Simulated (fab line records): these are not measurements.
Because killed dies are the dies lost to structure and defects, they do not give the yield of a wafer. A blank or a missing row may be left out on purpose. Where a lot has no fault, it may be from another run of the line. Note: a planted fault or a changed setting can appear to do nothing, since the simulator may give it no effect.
The tool behind it: which one? || flow nandHarc || Sampling: 12 lots, 36 wafers, 6 of 1159 route steps

== WHAT THE GAUGES SHOWED, per wafer ==
NHARC_P_START_INSPECT_01. Usual: 3.4 for rawDefectCount, sd 1.9.
{"lot": "L492", "measured": "day 1 12:02", "on": "defectInspect-02", "rawDefectCount": "3 0 4", "flag": ""}
{"lot": "L494", "measured": "day 2 00:02", "on": "defectInspect-01", "rawDefectCount": "1 4 5", "flag": ""}
{"lot": "L495", "measured": "day 2 06:02", "on": "defectInspect-02", "rawDefectCount": "3 5 9", "flag": ""}
{"lot": "L497", "measured": "day 2 18:02", "on": "defectInspect-02", "rawDefectCount": "4 1 6", "flag": ""}
{"lot": "L499", "measured": "day 3 06:02", "on": "defectInspect-01", "rawDefectCount": "3 4 4", "flag": ""}
{"lot": "L501", "measured": "day 3 18:02", "on": "defectInspect-01", "rawDefectCount": "2 1 3", "flag": ""}
{"lot": "L502", "measured": "day 4 00:02", "on": "defectInspect-01", "rawDefectCount": "4 3 3", "flag": ""}
{"lot": "L509", "measured": "day 5 18:02", "on": "defectInspect-01", "rawDefectCount": "4 3 1", "flag": ""}
{"lot": "L511", "measured": "day 6 06:02", "on": "defectInspect-01", "rawDefectCount": "4 3 8", "flag": ""}
{"lot": "L512", "measured": "day 6 12:02", "on": "defectInspect-02", "rawDefectCount": "0 2 5", "flag": ""}
{"lot": "L514", "measured": "day 7 00:02", "on": "defectInspect-01", "rawDefectCount": "2 1 6", "flag": ""}
{"lot": "L515", "measured": "day 7 06:02", "on": "defectInspect-01", "rawDefectCount": "4 5 1", "flag": ""}

NHARC_P_ZERO_WELL_CD_MEAS_52 targets a cd of 2000 nm. Usual: 1999.8 nm for cdNm, sd 1.6.
{"lot": "L492", "measured": "day 1 17:37", "on": "cdSem-01", "cdNm (nm)": "1998.4 2001.7 2000.4", "flag": ""}
{"lot": "L494", "measured": "day 2 05:44", "on": "cdSem-02", "cdNm (nm)": "1999.9 1998.9 1998.4", "flag": ""}
{"lot": "L495", "measured": "day 2 11:38", "on": "cdSem-01", "cdNm (nm)": "1998.2 1996.9 1998.5", "flag": ""}
{"lot": "L497", "measured": "day 2 23:48", "on": "cdSem-03", "cdNm (nm)": "1999.2 1999.7 2000.7", "flag": ""}
{"lot": "L499", "measured": "day 3 11:38", "on": "cdSem-01", "cdNm (nm)": "2000.5 2000.0 1998.1", "flag": ""}
{"lot": "L501", "measured": "day 3 23:37", "on": "cdSem-03", "cdNm (nm)": "1996.8 1997.2 1998.7", "flag": ""}
{"lot": "L502", "measured": "day 4 05:43", "on": "cdSem-01", "cdNm (nm)": "1881.6 1880.9 1883.8", "flag": "OFF"}
{"lot": "L509", "measured": "day 5 23:53", "on": "cdSem-02", "cdNm (nm)": "1999.9 1999.8 1999.2", "flag": ""}
{"lot": "L511", "measured": "day 6 12:04", "on": "cdSem-01", "cdNm (nm)": "2002.1 1999.8 2001.9", "flag": ""}
{"lot": "L512", "measured": "day 6 18:01", "on": "cdSem-02", "cdNm (nm)": "1999.8 2001.4 1999.0", "flag": ""}
{"lot": "L514", "measured": "day 7 05:53", "on": "cdSem-01", "cdNm (nm)": "2001.7 2002.2 2001.9", "flag": ""}
{"lot": "L515", "measured": "day 7 11:54", "on": "cdSem-02", "cdNm (nm)": "2001.7 2000.9 2001.6", "flag": ""}

NHARC_P_STI_OCD_MEAS_17. Usual: trenchDepthNm 299.6 nm, standard deviation 2.5; trenchFootCdNm 158.9 nm, standard deviation 1.5.
{"lot": "L492", "measured": "day 2 11:49", "on": "ocd-01", "trenchDepthNm (nm)": "295.7 293.9 298.7", "trenchFootCdNm (nm)": "157.5 158.1 158.8", "flag": ""}
{"lot": "L494", "measured": "day 2 21:02", "on": "ocd-02", "trenchDepthNm (nm)": "297.2 299.1 300.0", "trenchFootCdNm (nm)": "158.8 160.6 157.2", "flag": ""}
{"lot": "L495", "measured": "day 3 06:04", "on": "ocd-02", "trenchDepthNm (nm)": "299.9 297.7 297.4", "trenchFootCdNm (nm)": "159.8 160.8 160.3", "flag": ""}
{"lot": "L497", "measured": "day 3 17:43", "on": "ocd-02", "trenchDepthNm (nm)": "297.1 301.7 301.6", "trenchFootCdNm (nm)": "162.7 161.2 162.3", "flag": ""}
{"lot": "L499", "measured": "day 4 07:38", "on": "ocd-02", "trenchDepthNm (nm)": "299.1 301.6 298.6", "trenchFootCdNm (nm)": "157.4 157.5 159.3", "flag": ""}
{"lot": "L501", "measured": "day 4 15:35", "on": "ocd-02", "trenchDepthNm (nm)": "298.2 296.2 294.8", "trenchFootCdNm (nm)": "160.1 159.7 160.2", "flag": ""}
{"lot": "L502", "measured": "day 5 02:53", "on": "ocd-01", "trenchDepthNm (nm)": "298.4 300.7 298.5", "trenchFootCdNm (nm)": "157.7 158.5 159.0", "flag": ""}
{"lot": "L509", "measured": "day 6 18:02", "on": "ocd-02", "trenchDepthNm (nm)": "304.1 298.8 303.9", "trenchFootCdNm (nm)": "159.8 161.2 160.5", "flag": ""}
{"lot": "L511", "measured": "day 7 06:05", "on": "ocd-02", "trenchDepthNm (nm)": "296.2 300.1 299.1", "trenchFootCdNm (nm)": "157.8 157.9 158.5", "flag": ""}
{"lot": "L512", "measured": "day 7 11:54", "on": "ocd-01", "trenchDepthNm (nm)": "304.4 304.4 303.0", "trenchFootCdNm (nm)": "155.0 156.1 159.1", "flag": ""}
{"lot": "L514", "measured": "day 8 02:30", "on": "ocd-01", "trenchDepthNm (nm)": "298.6 297.9 299.8", "trenchFootCdNm (nm)": "158.9 160.0 159.1", "flag": ""}
{"lot": "L515", "measured": "day 8 02:39", "on": "ocd-02", "trenchDepthNm (nm)": "303.5 297.3 296.8", "trenchFootCdNm (nm)": "157.5 159.0 160.0", "flag": ""}

NHARC_END_SORT_01. Usual: killedAtArray 27, standard deviation 9.8; killedAtOther 0.6, standard deviation 0.83; killedAtPeriphery 3.5, standard deviation 2.4; killedDies 31, standard deviation 9.6; killedOpen 3.1, standard deviation 1.9; killedShort 2.0, standard deviation 1.5.
{"lot": "L492", "measured": "day 21 01:56", "on": "prober-01", "killedAtArray": "14 14 9", "killedAtOther": "1 0 1", "killedAtPeriphery": "2 2 3", "killedDies": "17 16 13", "killedOpen": "2 4 1", "killedShort": "2 2 3", "flag": ""}
{"lot": "L494", "measured": "day 20 11:13", "on": "prober-01", "killedAtArray": "19 22 12", "killedAtOther": "0 0 0", "killedAtPeriphery": "3 2 7", "killedDies": "22 24 19", "killedOpen": "4 1 3", "killedShort": "0 1 0", "flag": ""}
{"lot": "L495", "measured": "day 20 18:26", "on": "prober-02", "killedAtArray": "34 32 30", "killedAtOther": "4 2 2", "killedAtPeriphery": "5 1 3", "killedDies": "43 35 35", "killedOpen": "3 2 1", "killedShort": "2 1 1", "flag": ""}
{"lot": "L497", "measured": "day 21 02:14", "on": "prober-02", "killedAtArray": "30 34 37", "killedAtOther": "0 0 1", "killedAtPeriphery": "1 4 9", "killedDies": "31 38 47", "killedOpen": "0 4 5", "killedShort": "1 5 3", "flag": ""}
{"lot": "L499", "measured": "day 21 10:04", "on": "prober-02", "killedAtArray": "30 34 32", "killedAtOther": "1 1 0", "killedAtPeriphery": "1 4 5", "killedDies": "32 39 37", "killedOpen": "2 1 3", "killedShort": "0 0 2", "flag": ""}
{"lot": "L501", "measured": "day 21 19:28", "on": "prober-02", "killedAtArray": "35 42 44", "killedAtOther": "0 0 1", "killedAtPeriphery": "2 4 2", "killedDies": "37 46 47", "killedOpen": "2 3 2", "killedShort": "3 4 0", "flag": ""}
{"lot": "L502", "measured": "day 23 03:00", "on": "prober-01", "killedAtArray": "4 15 15", "killedAtOther": "0 0 1", "killedAtPeriphery": "5 4 5", "killedDies": "9 19 21", "killedOpen": "0 4 7", "killedShort": "3 1 2", "flag": ""}
{"lot": "L509", "measured": "day 23 23:45", "on": "prober-01", "killedAtArray": "29 45 34", "killedAtOther": "0 1 0", "killedAtPeriphery": "1 1 2", "killedDies": "30 47 36", "killedOpen": "3 2 3", "killedShort": "2 2 4", "flag": ""}
{"lot": "L511", "measured": "day 24 07:34", "on": "prober-02", "killedAtArray": "26 23 26", "killedAtOther": "0 2 0", "killedAtPeriphery": "3 0 2", "killedDies": "29 25 28", "killedOpen": "4 1 2", "killedShort": "1 3 3", "flag": ""}
{"lot": "L512", "measured": "day 24 23:17", "on": "prober-01", "killedAtArray": "24 32 27", "killedAtOther": "3 1 1", "killedAtPeriphery": "7 3 4", "killedDies": "34 36 32", "killedOpen": "0 1 5", "killedShort": "0 0 0", "flag": ""}
{"lot": "L514", "measured": "day 25 07:52", "on": "prober-02", "killedAtArray": "43 39 28", "killedAtOther": "1 1 1", "killedAtPeriphery": "2 1 4", "killedDies": "46 41 33", "killedOpen": "8 2 4", "killedShort": "4 2 2", "flag": ""}
{"lot": "L515", "measured": "day 25 00:52", "on": "prober-02", "killedAtArray": "23 34 22", "killedAtOther": "1 1 1", "killedAtPeriphery": "3 1 1", "killedDies": "27 36 24", "killedOpen": "3 5 3", "killedShort": "2 2 0", "flag": ""}

== WHAT TOOL EACH LOT RAN ON (gives the tool, then ch and the chambers of the sampled wafers, and finally the start) ==
{"lot": "L492", "NHARC_P_ZERO_WELL_EXPOSE_49": "krfScanner-04 ch 0, day 1 17:28", "NHARC_P_ZERO_WELL_DESCUM_54": "rieDiel-07 ch 1,3, day 1 17:47"}
{"lot": "L494", "NHARC_P_ZERO_WELL_EXPOSE_49": "krfScanner-02 ch 0, day 2 05:35", "NHARC_P_ZERO_WELL_DESCUM_54": "rieDiel-11 ch 0,1,3, day 2 05:54"}
{"lot": "L495", "NHARC_P_ZERO_WELL_EXPOSE_49": "krfScanner-03 ch 0, day 2 11:29", "NHARC_P_ZERO_WELL_DESCUM_54": "rieDiel-07 ch 0,2,3, day 2 11:49"}
{"lot": "L497", "NHARC_P_ZERO_WELL_EXPOSE_49": "krfScanner-03 ch 0, day 2 23:38", "NHARC_P_ZERO_WELL_DESCUM_54": "rieDiel-07 ch 0,1,2, day 2 23:58"}
{"lot": "L499", "NHARC_P_ZERO_WELL_EXPOSE_49": "krfScanner-02 ch 0, day 3 11:29", "NHARC_P_ZERO_WELL_DESCUM_54": "rieDiel-11 ch 0,1,3, day 3 11:48"}
{"lot": "L501", "NHARC_P_ZERO_WELL_EXPOSE_49": "krfScanner-02 ch 0, day 3 23:28", "NHARC_P_ZERO_WELL_DESCUM_54": "rieDiel-07 ch 0,2,3, day 3 23:47"}
{"lot": "L502", "NHARC_P_ZERO_WELL_EXPOSE_49": "krfScanner-02 ch 0, day 4 05:34", "NHARC_P_ZERO_WELL_DESCUM_54": "rieDiel-12 ch 0,3, day 4 05:54"}
{"lot": "L509", "NHARC_P_ZERO_WELL_EXPOSE_49": "krfScanner-02 ch 0, day 5 23:44", "NHARC_P_ZERO_WELL_DESCUM_54": "rieDiel-07 ch 0,1,2, day 6 00:05"}
{"lot": "L511", "NHARC_P_ZERO_WELL_EXPOSE_49": "krfScanner-04 ch 0, day 6 11:55", "NHARC_P_ZERO_WELL_DESCUM_54": "rieDiel-11 ch 0,1,3, day 6 12:13"}
{"lot": "L512", "NHARC_P_ZERO_WELL_EXPOSE_49": "krfScanner-04 ch 0, day 6 17:52", "NHARC_P_ZERO_WELL_DESCUM_54": "rieDiel-07 ch 1,2,3, day 6 18:11"}
{"lot": "L514", "NHARC_P_ZERO_WELL_EXPOSE_49": "krfScanner-02 ch 0, day 7 05:44", "NHARC_P_ZERO_WELL_DESCUM_54": "rieDiel-07 ch 0,1,2, day 7 06:04"}
{"lot": "L515", "NHARC_P_ZERO_WELL_EXPOSE_49": "krfScanner-04 ch 0, day 7 11:45", "NHARC_P_ZERO_WELL_DESCUM_54": "rieDiel-12 ch 0,1, day 7 12:05"}
- NHARC_P_ZERO_WELL_EXPOSE_49: exposes mask P HVPW, target cd 2000 nm.
- NHARC_P_ZERO_WELL_DESCUM_54: chemistry O2, time 3 s.

== WHAT THE TOOLS THEMSELVES READ (means of the sampled wafers that have a number; where no wafer has one, the mark that the record gives instead) ==
NHARC_P_ZERO_WELL_EXPOSE_49. Usual: 22.638 for exposureDoseMJCm2, sd 0.022.
{"lot": "L492", "tool": "krfScanner-04", "exposureDoseMJCm2": 22.645, "flag": ""}
{"lot": "L494", "tool": "krfScanner-02", "exposureDoseMJCm2": 22.654, "flag": ""}
{"lot": "L495", "tool": "krfScanner-03", "exposureDoseMJCm2": 22.615, "flag": ""}
{"lot": "L497", "tool": "krfScanner-03", "exposureDoseMJCm2": 22.658, "flag": ""}
{"lot": "L499", "tool": "krfScanner-02", "exposureDoseMJCm2": 22.616, "flag": ""}
{"lot": "L501", "tool": "krfScanner-02", "exposureDoseMJCm2": 22.625, "flag": ""}
{"lot": "L502", "tool": "krfScanner-02", "exposureDoseMJCm2": 22.636, "flag": ""}
{"lot": "L509", "tool": "krfScanner-02", "exposureDoseMJCm2": 22.657, "flag": ""}
{"lot": "L511", "tool": "krfScanner-04", "exposureDoseMJCm2": 22.612, "flag": ""}
{"lot": "L512", "tool": "krfScanner-04", "exposureDoseMJCm2": 22.665, "flag": ""}
{"lot": "L514", "tool": "krfScanner-02", "exposureDoseMJCm2": 22.665, "flag": ""}
{"lot": "L515", "tool": "krfScanner-04", "exposureDoseMJCm2": 22.612, "flag": ""}

NHARC_P_ZERO_WELL_DESCUM_54. Usual: drypumpMotorCurrentA 5.8 A, standard deviation 0.34; oesProductAu 0.997 a.u., standard deviation 0.0073; rfVppV 57.8 V, standard deviation 0.96; showerheadPlenumPTorr 1.94 Torr, standard deviation 0.089; throttleValvePct 11.311 %, standard deviation 0.0093.
{"lot": "L492", "tool": "rieDiel-07", "drypumpMotorCurrentA (A)": 6.1, "oesProductAu (a.u.)": 0.994, "rfVppV (V)": 58.0, "showerheadPlenumPTorr (Torr)": 1.96, "throttleValvePct (%)": 11.307, "flag": ""}
{"lot": "L494", "tool": "rieDiel-11", "drypumpMotorCurrentA (A)": 5.8, "oesProductAu (a.u.)": 1.011, "rfVppV (V)": 57.3, "showerheadPlenumPTorr (Torr)": 1.91, "throttleValvePct (%)": 11.305, "flag": ""}
{"lot": "L495", "tool": "rieDiel-07", "drypumpMotorCurrentA (A)": 5.8, "oesProductAu (a.u.)": 1.000, "rfVppV (V)": 58.3, "showerheadPlenumPTorr (Torr)": 1.98, "throttleValvePct (%)": 11.305, "flag": ""}
{"lot": "L497", "tool": "rieDiel-07", "drypumpMotorCurrentA (A)": 5.7, "oesProductAu (a.u.)": 0.997, "rfVppV (V)": 58.2, "showerheadPlenumPTorr (Torr)": 1.93, "throttleValvePct (%)": 11.310, "flag": ""}
{"lot": "L499", "tool": "rieDiel-11", "drypumpMotorCurrentA (A)": 5.8, "oesProductAu (a.u.)": 0.998, "rfVppV (V)": 58.2, "showerheadPlenumPTorr (Torr)": 1.91, "throttleValvePct (%)": 11.312, "flag": ""}
{"lot": "L501", "tool": "rieDiel-07", "drypumpMotorCurrentA (A)": 5.8, "oesProductAu (a.u.)": 0.992, "rfVppV (V)": 57.8, "showerheadPlenumPTorr (Torr)": 1.98, "throttleValvePct (%)": 11.312, "flag": ""}
{"lot": "L502", "tool": "rieDiel-12", "drypumpMotorCurrentA (A)": 5.4, "oesProductAu (a.u.)": 0.994, "rfVppV (V)": 59.3, "showerheadPlenumPTorr (Torr)": 2.03, "throttleValvePct (%)": 11.318, "flag": ""}
{"lot": "L509", "tool": "rieDiel-07", "drypumpMotorCurrentA (A)": 5.7, "oesProductAu (a.u.)": 0.992, "rfVppV (V)": 57.2, "showerheadPlenumPTorr (Torr)": 1.93, "throttleValvePct (%)": 11.312, "flag": ""}
{"lot": "L511", "tool": "rieDiel-11", "drypumpMotorCurrentA (A)": 5.8, "oesProductAu (a.u.)": 0.994, "rfVppV (V)": 57.0, "showerheadPlenumPTorr (Torr)": 1.91, "throttleValvePct (%)": 11.308, "flag": ""}
{"lot": "L512", "tool": "rieDiel-07", "drypumpMotorCurrentA (A)": 5.9, "oesProductAu (a.u.)": 0.992, "rfVppV (V)": 57.0, "showerheadPlenumPTorr (Torr)": 1.93, "throttleValvePct (%)": 11.307, "flag": ""}
{"lot": "L514", "tool": "rieDiel-07", "drypumpMotorCurrentA (A)": 5.7, "oesProductAu (a.u.)": 0.991, "rfVppV (V)": 58.0, "showerheadPlenumPTorr (Torr)": 1.93, "throttleValvePct (%)": 11.313, "flag": ""}
{"lot": "L515", "tool": "rieDiel-12", "drypumpMotorCurrentA (A)": 5.5, "oesProductAu (a.u.)": 1.005, "rfVppV (V)": 57.9, "showerheadPlenumPTorr (Torr)": 2.00, "throttleValvePct (%)": 11.316, "flag": ""}

== THE ANSWER, worked out from the rows above alone ==
Rule: a lot is off if the mean of its wafers that have a number lies more than 3 standard deviations from the usual mean. Also off: a lot with no number at a reading for which 4 or more lots have one. Where the step has rows for the other lots, those lots are counted as sound. After the gauges, taken in route order, come the tools' own readings; for these a lot's mean is taken, as printed above. At the first step where some lot is off, the reading lying furthest off is the one used; lots without a number count as furthest.
Off: L502, at NHARC_P_ZERO_WELL_CD_MEAS_52 (cdNm).
A tool fits if, at a process step before that reading, it ran every lot that is off, and no sound lot after the first of them. The gauges at NHARC_P_ZERO_WELL_CD_MEAS_52 are tried like those tools. Not one of the candidates tried fits.

== WHAT WAS PUT IN BY THE SIMULATOR ==
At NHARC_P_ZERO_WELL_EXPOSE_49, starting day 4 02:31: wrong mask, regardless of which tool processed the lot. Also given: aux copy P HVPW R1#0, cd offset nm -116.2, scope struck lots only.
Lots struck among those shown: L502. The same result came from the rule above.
